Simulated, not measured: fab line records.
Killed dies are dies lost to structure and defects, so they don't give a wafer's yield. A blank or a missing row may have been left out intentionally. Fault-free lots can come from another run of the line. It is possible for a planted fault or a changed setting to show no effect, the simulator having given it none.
What tool caused it?    flow nandHarc    36 wafers from 12 lots sampled at 4 of the route's 1302 steps

WHAT THE GAUGES SHOWED, per wafer
NHARC_P_M1_CD_MEAS_16.
lot   measured      on        cdNm (nm)
L075  day 6 16:25   cdSem-02  130.4 128.9 128.6
L077  day 7 14:00   cdSem-03  131.4 130.8 133.4
L079  day 8 12:34   cdSem-02  128.2 129.2 128.2
L082  day 9 10:15   cdSem-03  129.6 127.7 129.3
L083  day 10 02:44  cdSem-03  129.6 130.0 129.5
L085  day 10 18:36  cdSem-02  129.8 128.7 131.2
L087  day 12 06:57  cdSem-01  127.7 130.6 130.1
L089  day 12 20:53  cdSem-01  131.5 130.9 129.8
L091  day 13 10:19  cdSem-01  130.4 133.3 129.8
L093  day 14 07:56  cdSem-01  128.7 128.8 130.3
L095  day 15 01:17  cdSem-03  127.5 128.6 127.7
L097  day 15 21:10  cdSem-02  131.4 131.7 130.1

WHAT TOOL EACH LOT RAN ON (gives the tool, then ch and the chambers of the sampled wafers, and finally the start)
lot   NHARC_P_M0_PRE_CLEAN_29                 NHARC_P_M0_PVD_20                       NHARC_P_M0_PVD_21
L075  pvdSputter-02, day 6 16:25 or earlier   pvdSputter-02, day 6 16:25 or earlier   pvdSputter-02, day 6 16:25 or earlier
L077  pvdSputter-01, day 7 14:00 or earlier   pvdSputter-01, day 7 14:00 or earlier   pvdSputter-01, day 7 14:00 or earlier
L079  pvdSputter-02, day 8 12:34 or earlier   pvdSputter-02, day 8 12:34 or earlier   pvdSputter-02, day 8 12:34 or earlier
L082  pvdSputter-01, day 9 10:15 or earlier   pvdSputter-01, day 9 10:15 or earlier   pvdSputter-01, day 9 10:15 or earlier
L083  pvdSputter-03, day 10 02:44 or earlier  pvdSputter-03, day 10 02:44 or earlier  pvdSputter-03, day 10 02:44 or earlier
L085  pvdSputter-02, day 10 18:36 or earlier  pvdSputter-02, day 10 18:36 or earlier  pvdSputter-02, day 10 18:36 or earlier
L087  pvdSputter-01, day 12 06:57 or earlier  pvdSputter-01, day 12 06:57 or earlier  pvdSputter-01, day 12 06:57 or earlier
L089  pvdSputter-02, day 12 20:53 or earlier  pvdSputter-02, day 12 20:53 or earlier  pvdSputter-02, day 12 20:53 or earlier
L091  pvdSputter-01, day 13 10:19 or earlier  pvdSputter-01, day 13 10:19 or earlier  pvdSputter-01, day 13 10:19 or earlier
L093  pvdSputter-01, day 14 07:56 or earlier  pvdSputter-01, day 14 07:56 or earlier  pvdSputter-01, day 14 07:56 or earlier
L095  pvdSputter-02, day 15 01:17 or earlier  pvdSputter-02, day 15 01:17 or earlier  pvdSputter-02, day 15 01:17 or earlier
L097  pvdSputter-01, day 15 21:10 or earlier  pvdSputter-01, day 15 21:10 or earlier  pvdSputter-01, day 15 21:10 or earlier
- NHARC_P_M0_PRE_CLEAN_29: time 30 s.
- NHARC_P_M0_PVD_20: deposits TaN, target thk 5 nm, time 8.06 s.
- NHARC_P_M0_PVD_21: deposits Cu, target thk 30 nm, time 20.49 s.

THE ANSWER, worked out from the rows above alone
Rule: usual is defined by the lots themselves. The widest of any qualifying gaps counts: lots, ordered by their means at a reading, are off when they make up no more than a third of the lots, leave a main group of 4 or more, and stand apart from it by 3 or more times the standard deviation of that group's means. Not used: any main group whose means are identical at the precision the tables above print for the reading. A lot without any number at a reading at which 4 lots or more have one is off too. Any other lot the step has rows for is counted as sound.
No lot is off at any reading shown: from this, nothing can be told.

WHAT HAD BEEN PUT IN BY THE SIMULATOR
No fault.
